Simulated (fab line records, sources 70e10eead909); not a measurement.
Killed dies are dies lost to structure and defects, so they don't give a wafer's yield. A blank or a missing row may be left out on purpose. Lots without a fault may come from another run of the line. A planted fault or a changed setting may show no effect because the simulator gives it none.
Problem report in the 8D (eight disciplines) form, filled by code | flow nand_harc | the parts of the form that need people (team, actions taken, sign-off) are left out

1. THE PROBLEM
killed_at_array at NHARC_END_SORT_01 reads a mean of 674 on 2 wafers of 2 lots; wafers without a fault read 29 with a standard deviation of 8.4. That is +77 standard deviations from the usual mean.
First seen on wafer L343.1, day 23 22:16, on prober-01. The record holds 11 wafers of 4 lots with a number at this step. Rule for "out", or "out of limits": more than 4 standard deviations from the usual mean. The other wafers with a number count as sound.

2. WHAT IT IS AND WHAT IT IS NOT
question                    | is                           | is not
which readings at this step | killed_at_array, killed_dies | killed_at_other, killed_at_periphery, killed_open, killed_short
which lots                  | L343, L347                   | L325, L327
which wafers of those lots  | L343.1, L347.1               | L343.6, L347.4, L347.6
read on which gauges        | prober-01                    | prober-02
when                        | from day 23 22:16            | up to then (6 sound wafers); but 3 sound wafers of L343, L347 came after

3. SUSPECTS, AND WHAT RULES EACH OUT
Counting: a tool at a process step up to the reading stays a suspect if it ran every lot that is out. Sound lots after the first of them don't rule it out here, since some wafers of a struck lot are sound.
- the gauge at NHARC_END_SORT_01: ruled out. All the wafers that are out were read on prober-01, but those of them that NHARC_A_STAIRCASE_ETCH_199 has rows for are out there too, on other tools.
- rie_diel-06 at NHARC_A_STAIRCASE_TRIM_189 (chemistry O2, time 211.2 s): kept. It ran every lot that is out, first L343 (day 15 12:38). NHARC_A_STAIRCASE_TRIM_189 gives no start for some lots, so the hours and the order of its lots are those of NHARC_A_STAIRCASE_ETCH_199.
- rie_diel-06 at NHARC_A_STAIRCASE_ETCH_199 (etches the open film in C4F8/O2, target depth 100 nm, time 40.5 s): kept. It ran every lot that is out, first L343 (day 15 12:38). Its own readings are out on those wafers: run_length_s.
- rie_diel-06 at NHARC_A_STAIRCASE_TRIM_200 (chemistry O2, time 211.2 s): kept. It ran every lot that is out, first L343 (day 23 22:16). NHARC_A_STAIRCASE_TRIM_200 gives no start for some lots, so the hours and the order of its lots are those of NHARC_END_SORT_01.
Left after counting: rie_diel-06 at NHARC_A_STAIRCASE_TRIM_189, rie_diel-06 at NHARC_A_STAIRCASE_ETCH_199, rie_diel-06 at NHARC_A_STAIRCASE_TRIM_200.

4. THE CAUSE (what the simulator had put in)
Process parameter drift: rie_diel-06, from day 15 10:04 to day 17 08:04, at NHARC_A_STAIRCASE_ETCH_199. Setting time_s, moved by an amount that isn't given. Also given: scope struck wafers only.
Counting left 3 suspects, and this tool is among them.

5. THE CHAIN OF EFFECTS, in route order
Each row: a reading whose mean over the struck wafers that have a number lies more than 3 standard deviations from the usual. Only readings for which the record gives a usual standard deviation are gone through. hours: the time from each lot's start at the first step in this table that gives one to its start at this step, as a median over the lots. sigmas: the change in usual standard deviations.
hours | step                       | reading         | usual  | on struck wafers | change | sigmas
0     | NHARC_A_STAIRCASE_ETCH_199 | run_length_s    | 61.7 s | 75.4             | +13.7  | +23
197   | NHARC_END_SORT_01          | killed_at_array | 29     | 674              | +644   | +77
197   | NHARC_END_SORT_01          | killed_dies     | 33     | 677              | +644   | +72
The process steps in it:
- NHARC_A_STAIRCASE_ETCH_199: etches the open film in C4F8/O2, target depth 100 nm, time 40.5 s.

6. WHAT WOULD HAVE CAUGHT IT SOONER
In this record the first reading out of limits at a measuring or inspecting step was taken at day 23 22:16, 204 hours after the fault began at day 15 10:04.
The tool's own readings at NHARC_A_STAIRCASE_ETCH_199 were out on every struck wafer that the step has a row for (run_length_s): an alarm limit on them would have fired on the first of those.
All the lots that are out (2) had begun NHARC_A_STAIRCASE_ETCH_199 on rie_diel-06 by day 23 22:16. A hold on the tool at that time would have spared none of them.
